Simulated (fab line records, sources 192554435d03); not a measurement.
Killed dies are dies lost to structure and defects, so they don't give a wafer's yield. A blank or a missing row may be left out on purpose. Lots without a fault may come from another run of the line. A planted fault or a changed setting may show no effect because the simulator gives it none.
fab line records | flow n5_finfet
record lots=7 wafers=18 last_day=17
route steps=1938 shown FIN_CUT@163 PASSIVATION@1936
lots that met no fault: from a run of the same line without faults
start_h: hours from the record's first day to the start of the lot's first wafer shown | wait_h: hours since the lot's step before | " the same as in the row above | L1.1+2: a row that stands for several wafers | - no value, or no start given | * or withheld: withheld | < > ~ a bound
route shown NAME@n: a module of which the file shows steps, and the number in the route of the first | usual: mean/standard deviation of fault-free wafers | same: alike in all rows | chamber/n: place in a boat | sites: the reading at each site | _std_site: their standard deviation | _edge_site: outer sites' mean less inner sites' | radius_mm: how far each site lies from the wafer's centre | mask NAME#n: copy n | behind: the tool/chamber that last shaped the wafer | hold: why the lot was held/for how many hours/how that ended | device: the transistor (n, p or np) that didn't switch | end of line: the same wafers' tests at the end of the route | a step without rows: its recipe alone | killed: dies lost to structure and defects at the first sort, not the wafer's yield | map: a wafer's dies, x killed, . not, _ none there
set.NAME: the setting as run; set.NAME@STEP: as run at that earlier step | model.NAME: the simulator's own value behind a step, which no gauge read
lots at some steps of the route; a table a step, a row a wafer
services: from which hour (start_h, from the record's first day; less than 0 if before it) a tool's chamber was out of use, for how many hours, and why
## steps
# step N5_FIN_CUT_CD_MEAS_08
# recipe target_cd_nm=29.1 landing_energy_ev=500 detector=se_inlens polarity=opening
# usual cd_nm=29.08/0.25
# columns lot.wafer tool chamber start_h wait_h cd_nm
L359.3 cd_sem-03 0 44.96 - 29.07
L359.4 " 0 " " 29.33
L359.6 " 0 " " 28.77
L369.1 cd_sem-02 0 107.52 - 28.92
L369.2 " 0 " " 29.01
L369.3 " 0 " " 29.32
L372.2 cd_sem-01 0 124.32 - 29.04
L372.3 " 0 " " 29.33
L373.2 cd_sem-03 0 130.73 - 28.91
L373.3 " 0 " " 28.81
L375.2 cd_sem-01 0 142.17 - 29.06
L375.5 " 0 " " 28.85
L378.4 cd_sem-01 0 157.94 - 29.40
L378.5 " 0 " " 29.26
L378.6 " 0 " " 29.19
L379.1 cd_sem-02 0 164.33 - 28.91
L379.2 " 0 " " 29.24
L379.5 " 0 " " 28.79
# step N5_FIN_CUT_OVL_MEAS_09
# recipe points_per_wafer=522
# usual FIN_CUT_OVL=0.5/0.63
# columns lot.wafer tool chamber start_h wait_h FIN_CUT_OVL[nm]
L359.3 overlay-02 0 45.00 0.0 1.0
L359.4 " 0 " " 0.2
L359.6 " 0 " " 0.4
L369.1 overlay-01 0 107.55 0.0 0.4
L369.2 " 0 " " -0.3
L369.3 " 0 " " -0.7
L372.2 overlay-02 0 124.35 0.0 0.8
L372.3 " 0 " " 1.2
L373.2 overlay-01 0 130.77 0.0 -0.3
L373.3 " 0 " " -0.5
L375.2 overlay-02 0 142.21 0.0 0.6
L375.5 " 0 " " -0.9
L378.4 overlay-02 0 157.98 0.0 0.2
L378.5 " 0 " " -1.1
L378.6 " 0 " " 0.3
L379.1 overlay-02 0 164.36 0.0 1.1
L379.2 " 0 " " -0.2
L379.5 " 0 " " 0.7
# step N5_FIN_CUT_INSPECT_10
# recipe mode=adi inspect_instrument=brightfield
# usual raw_defect_count=44/12
# columns lot.wafer tool chamber start_h wait_h raw_defect_count
L359.3 defect_inspect-01 - 45.05 0.0 70
L359.4 " - " " 48
L359.6 " - " " 45
L369.1 defect_inspect-02 - 107.61 0.1 48
L369.2 " - " " 63
L369.3 " - " " 54
L372.2 defect_inspect-01 - 124.40 0.0 42
L372.3 " - " " 61
L373.2 defect_inspect-01 - 130.82 0.0 31
L373.3 " - " " 31
L375.2 defect_inspect-01 - 142.26 0.0 37
L375.5 " - " " 43
L378.4 defect_inspect-02 - 158.02 0.0 31
L378.5 " - " " 36
L378.6 " - " " 49
L379.1 defect_inspect-02 - 164.42 0.1 50
L379.2 " - " " 42
L379.5 " - " " 36
# step N5_FIN_CUT_DESCUM_13
# recipe chemistry=O2 time_s=7 source_power_w=50 bias_power_w=20 pressure_mtorr=20 rf_frequency_hz=2.712e+07 temp_c=40 resist=CAR-EUV o2_flow_sccm=225
# usual drypump_motor_current_A=5.72/0.28 oes_product_au=0.77/0.075 rf_vpp_V=243.0/1.2 showerhead_plenum_p_Torr=2.08/0.065 throttle_valve_pct=20.49/0.23
# same time_s=7
# columns lot.wafer tool chamber start_h wait_h drypump_motor_current_A oes_product_au rf_hours_counter_h rf_vpp_V showerhead_plenum_p_Torr throttle_valve_pct
L359.3 rie_diel-05 2 45.08 0.0 5.58 0.92 17 244.4 2.13 20.16
L359.4 " 3 " " 6.13 0.69 226 240.3 1.97 20.84
L359.6 " 1 " " 5.72 0.76 - 242.7 2.09 19.95
L369.1 rie_diel-03 1 107.82 0.2 6.25 0.72 164 240.2 2.01 20.61
L369.2 " 3 " " 5.27 0.77 151 243.1 2.08 20.39
L369.3 " 0 " " 5.41 0.73 171 244.1 2.07 20.45
L372.2 rie_diel-03 1 124.72 0.3 6.23 0.72 170 242.2 2.01 20.62
L372.3 " 0 " " 5.37 0.72 178 244.3 2.06 20.44
L373.2 rie_diel-06 1 130.85 0.0 5.94 0.75 155 244.5 2.20 20.59
L373.3 " 0 " " 5.83 0.75 136 243.7 2.10 20.67
L375.2 rie_diel-06 0 142.30 0.0 5.83 0.74 141 243.1 2.10 20.68
L375.5 " 0 " " 5.83 0.74 - 243.1 2.10 20.67
L378.4 rie_diel-05 3 158.05 0.0 6.14 0.95 5 245.2 2.23 20.47
L378.5 " 1 " " 5.74 0.74 - 243.3 2.08 19.97
L378.6 " 0 " " 5.84 0.77 - 242.1 2.02 20.71
L379.1 rie_diel-06 0 164.45 0.0 5.82 0.73 147 243.9 2.09 20.69
L379.2 " 1 " " 5.94 0.73 166 245.3 2.19 20.63
L379.5 " 2 " " 5.52 0.70 - 242.3 2.08 20.46
# step N5_FIN_CUT_ETCH_30
# recipe chemistry=N2/H2 target=underlayer target_depth_a=130 mask_material=CAR-EUV time_s=10.4 ion_energy_ev=200 pressure_mtorr=30 source_w=840 bias_w=150 n2_flow_sccm=200 h2_flow_sccm=200 ends=cleared
# step N5_FIN_CUT_ETCH_20
# recipe chemistry=CF4 target=SiARC target_depth_a=260 mask_material=CAR-EUV time_s=43.3 ion_energy_ev=80 pressure_mtorr=40 source_w=545 bias_w=36 Ar_flow_sccm=100 cf4_flow_sccm=100 ends=cleared
# usual drypump_motor_current_A=5.72/0.28 etch_rf_on_time_s=42.8/1.2 oes_product_au=0.66/0.067 rf_vpp_V=184.1/1.1 showerhead_plenum_p_Torr=2.14/0.062 throttle_valve_pct=15.68/0.19
# columns lot.wafer tool chamber start_h wait_h drypump_motor_current_A etch_rf_on_time_s oes_product_au rf_hours_counter_h rf_vpp_V showerhead_plenum_p_Torr throttle_valve_pct
L359.3 rie_diel-05 2 45.14 0.0 5.58 41.3 0.81 17 185.1 2.18 15.36
L359.4 " 3 " " 6.11 44.4 0.58 226 184.5 2.03 16.03
L359.6 " 1 " " 5.72 43.9 0.65 - 186.3 2.15 15.31
L369.1 rie_diel-03 1 107.87 0.0 6.17 41.9 0.63 164 184.0 2.06 15.81
L369.2 " 3 " " 5.25 42.0 0.66 151 183.4 2.15 15.67
L369.3 " 0 " " 5.38 43.3 0.63 171 184.1 2.14 15.70
L372.2 rie_diel-03 1 124.77 0.0 6.21 41.8 0.63 170 182.1 2.06 15.80
L372.3 " 0 " " 5.38 43.5 0.62 178 184.6 2.13 15.72
L373.2 rie_diel-06 1 130.91 0.0 5.91 43.3 0.64 155 186.8 2.23 15.72
L373.3 " 0 " " 5.84 43.4 0.64 136 184.2 2.16 15.85
L375.2 rie_diel-06 0 142.35 0.0 5.83 43.9 0.63 141 185.5 2.15 15.86
L375.5 " 0 " " 5.82 43.7 0.63 - 184.7 2.15 15.86
L378.4 rie_diel-05 3 158.11 0.0 6.14 44.4 0.79 5 186.2 2.27 15.59
L378.5 " 1 " " 5.72 43.0 0.63 - 183.6 2.14 15.35
L378.6 " 0 " " 5.85 40.4 0.68 - 184.1 2.07 15.92
L379.1 rie_diel-06 0 164.50 0.0 5.82 42.8 0.63 147 185.6 2.15 15.87
L379.2 " 1 " " 5.91 43.5 0.63 166 185.2 2.23 15.76
L379.5 " 2 " " 5.53 44.2 0.61 - 184.3 2.12 15.57
# step N5_FIN_CUT_ETCH_21
# recipe chemistry=N2/H2 target=SOC target_depth_a=2190 overetch_a=438 mask_material=SiARC temp_c=40 ion_energy_ev=100 bias_w=61 time_s=523.5 pressure_mtorr=30 source_w=850 n2_flow_sccm=200 h2_flow_sccm=200
# usual drypump_motor_current_A=5.73/0.28 oes_product_au=0.71/0.066 rf_vpp_V=240.7/1.3 showerhead_plenum_p_Torr=2.53/0.079 throttle_valve_pct=17.89/0.19
# same time_s=523.5
# columns lot.wafer tool chamber start_h wait_h drypump_motor_current_A oes_product_au rf_hours_counter_h rf_vpp_V showerhead_plenum_p_Torr throttle_valve_pct
L359.3 rie_diel-05 2 45.17 0.0 5.58 0.84 17 242.0 2.60 17.55
L359.4 " 3 " " 6.14 0.63 227 238.8 2.41 18.30
L359.6 " 1 " " 5.73 0.71 - 241.4 2.54 17.46
L369.1 rie_diel-03 1 107.91 0.0 6.23 0.67 164 239.9 2.44 18.00
L369.2 " 3 " " 5.25 0.70 151 242.0 2.55 17.95
L369.3 " 0 " " 5.39 0.67 171 240.5 2.54 18.06
L372.2 rie_diel-03 1 124.81 0.0 6.25 0.67 170 240.1 2.43 17.99
L372.3 " 0 " " 5.38 0.67 178 240.7 2.54 18.07
L373.2 rie_diel-06 1 130.94 0.0 5.92 0.70 156 241.7 2.66 17.92
L373.3 " 0 " " 5.83 0.68 137 240.9 2.53 17.97
L375.2 rie_diel-06 0 142.39 0.0 5.83 0.68 141 242.0 2.53 17.98
L375.5 " 0 " " 5.86 0.68 - 241.7 2.53 17.98
L378.4 rie_diel-05 3 158.15 0.0 6.15 0.87 5 241.4 2.71 17.90
L378.5 " 1 " " 5.75 0.69 - 239.5 2.53 17.49
L378.6 " 0 " " 5.85 0.70 - 239.7 2.44 17.90
L379.1 rie_diel-06 0 164.54 0.0 5.84 0.68 147 242.3 2.52 17.98
L379.2 " 1 " " 5.92 0.68 166 241.7 2.65 17.92
L379.5 " 2 " " 5.52 0.65 - 240.5 2.53 17.86
# step N5_FIN_CUT_STRIP_23
# recipe chemistry=N2/H2 temp_c=40 n2_flow_sccm=200 h2_flow_sccm=200 rf_frequency_hz=6e+07
# step N5_FIN_CUT_STRIP_31
# recipe chemistry=N2/H2 temp_c=40 n2_flow_sccm=200 h2_flow_sccm=200 rf_frequency_hz=6e+07
# step N5_FIN_CUT_STRIP_24
# recipe chemistry=CF4 resist=SiARC power_w=300 bias_power_w=75 pressure_mtorr=50 cf4_flow_sccm=150 rf_frequency_hz=6e+07
# step N5_FIN_CUT_CUT_ETCH_26
# recipe chemistry=CH3F/O2 target=SiNx target_depth_a=390 mask_material=SOC time_s=55.7 pressure_mtorr=30 source_w=395 bias_w=73 Ar_flow_sccm=150 CH3F_flow_sccm=30 O2_flow_sccm=20 ion_energy_ev=120
# usual CH3F_flow_sccm=30.00/0.097 drypump_motor_current_A=5.72/0.28 oes_product_au=0.77/0.078 rf_vpp_V=298/5.1 showerhead_plenum_p_Torr=1.99/0.061 throttle_valve_pct=16.41/0.2
# same time_s=55.7
# columns lot.wafer tool chamber start_h wait_h CH3F_flow_sccm drypump_motor_current_A oes_product_au rf_hours_counter_h rf_vpp_V showerhead_plenum_p_Torr throttle_valve_pct
L359.3 rie_diel-05 2 45.73 0.0 29.95 5.61 0.94 17 298 2.04 16.12
L359.4 " 3 " " 30.07 6.13 0.68 227 303 1.89 16.80
L359.6 " 1 " " 29.92 5.73 0.77 - 305 1.99 15.95
L369.1 rie_diel-03 1 108.26 0.0 30.34 6.24 0.74 164 300 1.92 16.50
L369.2 " 3 " " 30.06 5.22 0.77 151 294 2.01 16.46
L369.3 " 0 " " 30.14 5.38 0.73 172 303 1.98 16.44
L372.2 rie_diel-03 1 125.16 0.0 30.09 6.22 0.73 170 299 1.91 16.52
L372.3 " 0 " " 30.11 5.38 0.72 179 302 1.98 16.44
L373.2 rie_diel-06 1 131.29 0.0 29.98 5.93 0.74 156 301 2.08 16.42
L373.3 " 0 " " 29.90 5.84 0.74 137 291 2.01 16.57
L375.2 rie_diel-06 0 142.73 0.0 30.00 5.82 0.74 141 289 2.00 16.57
L375.5 " 0 " " 29.85 5.82 0.74 - 290 2.00 16.59
L378.4 rie_diel-05 3 158.49 0.0 29.95 6.09 0.93 6 308 2.13 16.36
L378.5 " 1 " " 29.95 5.75 0.74 - 306 1.98 16.00
L378.6 " 0 " " 30.09 5.84 0.78 - 293 1.92 16.57
L379.1 rie_diel-06 0 164.89 0.0 29.93 5.84 0.73 147 290 2.00 16.59
L379.2 " 1 " " 30.06 5.91 0.74 166 301 2.08 16.46
L379.5 " 2 " " 29.87 5.51 0.69 - 296 1.97 16.27
# step N5_FIN_CUT_CUT_ETCH_27
# recipe chemistry=CHF3/O2 target=SiO2 target_depth_a=40 mask_material=SOC overetch_a=20 time_s=4.9 pressure_mtorr=30 source_w=650 bias_w=170 Ar_flow_sccm=200 CHF3_flow_sccm=50 O2_flow_sccm=5 ion_energy_ev=200
# step N5_FIN_CUT_PRECLEAN_35
# recipe time_s=13.3 temp_c=45 pressure_torr=125 p_hf_torr=3 p_coreactant_torr=25 chemistry=vHF
# usual drypump_motor_current_A=5.5/0.33 time_s=13.3/0
# columns lot.wafer tool chamber start_h wait_h drypump_motor_current_A time_s
L359.3 vapor_etch-01 1 45.86 0.1 5.6 13.3
L359.4 " 0 " " 5.5 13.3
L359.6 " 1 " " 5.6 13.3
L369.1 vapor_etch-02 0 108.37 0.0 6.0 13.3
L369.2 " 1 " " 5.1 13.3
L369.3 " 0 " " 6.0 13.3
L372.2 vapor_etch-02 1 125.37 0.1 5.1 8.6929
L372.3 " 0 " " 6.0 8.6929
L373.2 vapor_etch-02 1 131.40 0.0 5.1 8.6929
L373.3 " 0 " " 6.0 8.6929
L375.2 vapor_etch-02 1 142.85 0.0 5.1 8.6929
L375.5 " 1 " " 5.1 13.3
L378.4 vapor_etch-01 1 158.62 0.1 5.6 13.3
L378.5 " 0 " " 5.5 13.3
L378.6 " 1 " " 5.6 13.3
L379.1 vapor_etch-01 0 165.00 0.0 5.5 13.3
L379.2 " 1 " " 5.6 13.3
L379.5 " 1 " " 5.6 13.3
# step N5_FIN_CUT_CUT_ETCH_15
# recipe chemistry=HBr/Cl2/O2 target=Si target_depth_a=1000 bt_time_s=10 mask_material=SOC time_s=42.4 ion_energy_ev=* bias_w=* pressure_mtorr=10 icp_w=800 HBr_flow_sccm=150 Cl2_flow_sccm=80 O2_flow_sccm=12
# usual drypump_motor_current_A=5.7/0.46 oes_product_au=1.007/0.015 throttle_valve_pct=37.1/0.32
# same time_s=42.4
# columns lot.wafer tool chamber start_h wait_h drypump_motor_current_A oes_product_au rf_hours_counter_h throttle_valve_pct
L359.3 rie_si-04 3 45.92 0.0 5.7 0.991 117 37.7
L359.4 " 1 " " 5.9 1.014 48 37.2
L359.6 " 2 " " 5.4 0.998 - 37.1
L369.1 rie_si-06 3 108.45 0.1 5.5 1.022 67 37.1
L369.2 " 0 " " 6.7 1.030 169 37.7
L369.3 " 1 " " 6.7 1.002 106 36.8
L372.2 rie_si-01 1 125.45 0.1 5.2 0.988 86 37.0
L372.3 " 3 " " 5.5 0.977 115 37.0
L373.2 rie_si-01 3 131.48 0.1 5.5 0.981 115 37.0
L373.3 " 2 " " 5.7 1.022 158 36.8
L375.2 rie_si-01 1 142.93 0.1 5.2 1.003 86 37.0
L375.5 " 3 " " 5.5 0.987 - 37.0
L378.4 rie_si-01 1 158.68 0.0 5.2 0.989 86 37.0
L378.5 " 2 " " 5.6 1.018 - 36.8
L378.6 " 1 " " 5.2 0.994 - 37.0
L379.1 rie_si-01 1 165.08 0.1 5.2 1.004 86 37.0
L379.2 " 3 " " 5.5 0.981 116 37.0
L379.5 " 1 " " 5.2 0.992 - 37.0
# step N5_PASSIVATION_PROBE_49
# usual killed_at_M0_to_M3=33/9.1 killed_at_M4_up=14/5.6 killed_at_contacts=13/5.7 killed_at_front_end=42/12 killed_at_other=4/3 killed_dies=105/16 killed_on_rim=13/4 killed_open=69/11 killed_short=34/7.5
# same gross_dies=1180 killed_at_back_side=0
# columns lot.wafer tool chamber start_h wait_h killed_at_M0_to_M3 killed_at_M4_up killed_at_contacts killed_at_front_end killed_at_other killed_dies killed_on_rim killed_open killed_short
L359.3 prober-01 - 274.16 0.1 35 17 10 42 4 108 14 70 34
L359.4 prober-01 - 274.21 0.2 43 19 6 32 1 101 18 71 30
L359.6 prober-01 - 274.31 0.3 58 22 6 34 2 122 14 80 39
L369.1 prober-02 - 341.45 0.0 34 11 13 30 2 90 12 60 29
L369.2 prober-02 - 341.50 0.1 29 12 6 23 0 70 8 49 21
L369.3 prober-02 - 341.55 0.1 31 12 4 28 4 79 5 55 24
L372.2 prober-02 - 362.49 0.1 33 14 14 50 11 122 10 71 36
L372.3 prober-02 - 362.54 0.1 27 13 11 39 5 95 12 62 32
L373.2 prober-01 - 368.31 0.1 25 12 4 33 8 82 14 63 19
L373.3 prober-01 - 368.36 0.1 30 9 15 34 17 105 15 69 36
L375.2 prober-02 - 378.90 0.1 39 10 7 46 0 102 17 65 35
L375.5 prober-02 - 379.05 0.2 30 14 8 44 0 96 13 63 30
L379.1 prober-01 - 410.64 0.0 30 5 10 66 11 122 17 74 47
L379.2 prober-01 - 410.69 0.1 56 11 11 41 6 125 21 86 38
L379.5 prober-01 - 410.84 0.2 33 19 20 37 3 112 15 75 37
L378.4 prober-02 - 411.73 0.2 18 15 10 53 3 99 9 70 27
L378.5 prober-02 - 411.78 0.2 40 14 30 43 3 130 19 87 41
L378.6 prober-02 - 411.83 0.3 18 12 18 65 9 122 11 76 44
# killed by level:class
L359.3 BEOL_M1:geometric_particle:open=9 BEOL_M4:geometric_particle:open=8 FIN_SAQP:geometric_particle:open=7 BEOL_M2:geometric_particle:open=7 GATE_CUT:geometric_particle:short=7 FIN_SAQP:geometric_particle:short=6 STI_FIN_REVEAL:geometric_particle:open=6 BEOL_M0_SAQP:geometric_particle:short=5
L359.4 FIN_SAQP:geometric_particle:open=9 BEOL_M0_SAQP:geometric_particle:short=9 BEOL_M0_SAQP:geometric_particle:open=7 BEOL_M1:geometric_particle:open=7 BEOL_M2:geometric_particle:open=7 BEOL_M3:geometric_particle:open=6 BEOL_M4:geometric_particle:open=6 MOL_CONTACT_COAG:geometric_particle:open=5
L359.6 BEOL_M0_SAQP:geometric_particle:open=19 BEOL_M0_SAQP:geometric_particle:short=13 BEOL_M4:geometric_particle:open=11 BEOL_M2:geometric_particle:open=9 BEOL_M1:geometric_particle:open=8 STI_FIN_REVEAL:geometric_particle:open=7 GATE_CUT:geometric_particle:short=5 FIN_SAQP:geometric_particle:open=4
L369.1 MOL_CONTACT_COAG:geometric_particle:open=12 BEOL_M3:geometric_particle:open=9 BEOL_M0_SAQP:geometric_particle:open=7 BEOL_M0_SAQP:geometric_particle:short=6 GATE_CUT:geometric_particle:short=5 FIN_SAQP:geometric_particle:open=4 BEOL_M1:geometric_particle:open=4 BEOL_M2:geometric_particle:open=4
L369.2 BEOL_M0_SAQP:geometric_particle:open=8 BEOL_M2:geometric_particle:open=7 BEOL_M0_SAQP:geometric_particle:short=6 BEOL_M3:geometric_particle:open=6 BEOL_M4:geometric_particle:open=6 FIN_SAQP:geometric_particle:short=4 MOL_CONTACT_COAG:geometric_particle:open=4 STARTING-WAFER:geometric_particle:short=4
L369.3 BEOL_M2:geometric_particle:open=12 STI_FIN_REVEAL:geometric_particle:open=6 FIN_SAQP:geometric_particle:open=5 FIN_SAQP:geometric_particle:short=5 BEOL_M0_SAQP:geometric_particle:short=5 BEOL_M1:geometric_particle:open=5 BEOL_M4:geometric_particle:open=5 MOL_CONTACT_COAG:geometric_particle:open=4
L372.2 HKMG_FIN:area_etch=15 FIN_SAQP:geometric_particle:open=12 MOL_CONTACT_COAG:geometric_particle:open=10 BEOL_M2:geometric_particle:open=7 FIN_SAQP:geometric_particle:short=6 BEOL_M0_SAQP:geometric_particle:open=6 BEOL_M1:geometric_particle:open=6 BEOL_M4:geometric_particle:open=6
L372.3 MOL_CONTACT_COAG:geometric_particle:open=9 BEOL_M4:geometric_particle:open=9 FIN_SAQP:geometric_particle:open=7 FIN_SAQP:geometric_particle:short=6 BEOL_M0_SAQP:geometric_particle:open=6 GATE_CUT:geometric_particle:open=5 BEOL_M2:geometric_particle:open=5 BEOL_M3:geometric_particle:open=4
L373.2 STI_FIN_REVEAL:geometric_particle:open=13 BEOL_M1:geometric_particle:open=12 BEOL_M5:geometric_particle:open=5 BEOL_M0_SAQP:geometric_particle:open=5 FIN_CUT:geometric_particle:short=3 GATE_CUT:geometric_particle:open=3 MOL_CONTACT_COAG:geometric_particle:open=3 BEOL_M3:geometric_particle:open=3
L373.3 MOL_CONTACT_COAG:geometric_particle:open=13 STI_FIN_REVEAL:geometric_particle:open=8 BEOL_M2:geometric_particle:open=6 BEOL_M0_SAQP:geometric_particle:short=6 FIN_SAQP:geometric_particle:open=5 BEOL_M0:geometric_particle:open=4 BEOL_M1:geometric_particle:open=4 BEOL_M5:geometric_particle:open=4
L375.2 BEOL_M2:geometric_particle:open=13 FIN_SAQP:geometric_particle:short=11 FIN_SAQP:geometric_particle:open=10 BEOL_M3:geometric_particle:open=7 MOL_CONTACT_COAG:geometric_particle:open=6 BEOL_M0_SAQP:geometric_particle:open=5 GATE_CUT:geometric_particle:short=4 BEOL_M2:geometric_particle:short=4
L375.5 FIN_SAQP:geometric_particle:open=15 BEOL_M2:geometric_particle:open=9 MOL_CONTACT_COAG:geometric_particle:open=7 FIN_SAQP:geometric_particle:short=6 BEOL_M3:geometric_particle:open=6 BEOL_M1:geometric_particle:open=4 DUMMY_GATE:geometric_particle:open=4 BEOL_M0_SAQP:geometric_particle:open=4
L379.1 FIN_SAQP:geometric_particle:open=16 FIN_SAQP:geometric_particle:short=15 STI_FIN_REVEAL:geometric_particle:open=9 DUMMY_GATE:geometric_particle:open=8 BEOL_M0_SAQP:geometric_particle:short=8 MOL_CONTACT_COAG:geometric_particle:open=7 BEOL_M2:geometric_particle:open=6 BEOL_M3:geometric_particle:open=6
L379.2 FIN_SAQP:geometric_particle:open=18 BEOL_M2:geometric_particle:open=16 MOL_CONTACT_COAG:geometric_particle:open=11 BEOL_M0_SAQP:geometric_particle:open=8 FIN_SAQP:geometric_particle:short=7 BEOL_M3:geometric_particle:open=7 BEOL_M0_SAQP:geometric_particle:short=6 BEOL_M0:geometric_particle:open=6
L379.5 MOL_CONTACT_COAG:geometric_particle:open=16 FIN_SAQP:geometric_particle:open=9 BEOL_M2:geometric_particle:open=8 FIN_SAQP:geometric_particle:short=7 STI_FIN_REVEAL:geometric_particle:open=6 BEOL_M0_SAQP:geometric_particle:open=6 BEOL_M4:geometric_particle:open=6 BEOL_M1:geometric_particle:open=5
L378.4 FIN_SAQP:geometric_particle:open=17 STI_FIN_REVEAL:geometric_particle:open=10 FIN_SAQP:geometric_particle:short=8 MOL_CONTACT_COAG:geometric_particle:open=8 BEOL_M4:geometric_particle:open=8 BEOL_M0_SAQP:geometric_particle:short=4 BEOL_M0_SAQP:geometric_particle:open=4 BEOL_M1:geometric_particle:open=4
L378.5 MOL_CONTACT_COAG:geometric_particle:open=19 BEOL_M1:geometric_particle:open=17 FIN_SAQP:geometric_particle:short=13 MOL_CONTACT_COAG:geometric_particle:short=10 STI_FIN_REVEAL:geometric_particle:open=10 BEOL_M2:geometric_particle:open=7 FIN_SAQP:geometric_particle:open=6 BEOL_M3:geometric_particle:open=6
L378.6 STI_FIN_REVEAL:geometric_particle:open=17 MOL_CONTACT_COAG:geometric_particle:open=15 FIN_SAQP:geometric_particle:open=11 FIN_SAQP:geometric_particle:short=9 STI_FIN_REVEAL:geometric_particle:short=9 BEOL_M3:geometric_particle:open=6 STARTING-WAFER:geometric_particle:short=4 BEOL_M1:geometric_particle:open=4
## services
# columns tool chamber start_h hours kind
rie_diel-05 - 23.95 0.3 repair
rie_diel-03 2 25.30 3.7 repair
rie_diel-03 - 29.07 2.4 repair
rie_diel-06 3 33.66 - clean
rie_diel-06 3 33.66 - consumable_replace:focus_ring
rie_diel-06 3 33.66 20.0 scheduled_down
rie_diel-06 3 33.66 20.0 vent_cycle
rie_diel-03 2 33.91 5.2 repair
rie_si-01 3 40.56 10.5 repair
rie_si-04 2 53.29 3.8 repair
rie_diel-05 1 55.98 6.4 repair
rie_diel-05 0 58.55 9.7 repair
rie_si-06 0 74.31 2.6 repair
rie_diel-03 - 76.83 0.6 repair
rie_si-01 2 76.92 11.9 repair
rie_diel-06 2 78.81 9.3 repair
rie_si-04 1 93.20 8.0 repair
rie_diel-03 2 100.80 22.0 repair
vapor_etch-01 - 101.47 0.6 repair
vapor_etch-02 - 104.41 0.4 repair
rie_diel-06 1 113.13 2.7 repair
rie_diel-05 3 126.60 - clean
rie_diel-05 3 126.60 - consumable_replace:focus_ring
rie_diel-05 2 147.57 7.4 repair
## key
first_sign step=N5_FIN_CUT_PRECLEAN_35 reading=time_s direction=down sigmas=99+ usual=* struck=*
effect none on later readings
met_at N5_FIN_CUT_PRECLEAN_35
struck_wafers L372.2,L372.3,L373.2,L373.3,L375.2
tester_left_out L372,L373,L375
baseline_loss step=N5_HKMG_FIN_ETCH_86 wafers=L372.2
onset_between 108.37 125.37
fault kind=process_parameter_drift tool=vapor_etch-02 chamber=- onset_h=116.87 steps=N5_FIN_CUT_PRECLEAN_35 channel=time_s offset=* shape=step end_h=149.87 scope=struck_wafers_only stated=*
# tester_left_out: of these lots the tester's yield and bins aren't shown, on N5 and GAA mostly nor the transistor test; their killed dies are dies lost to structure and defects alone, not to doping, threshold or leakage, so they don't give the yield
# baseline_loss: these wafers lose ten dies or more at that step, a loss of the line's own and not of a fault; the sort's usual values leave them out
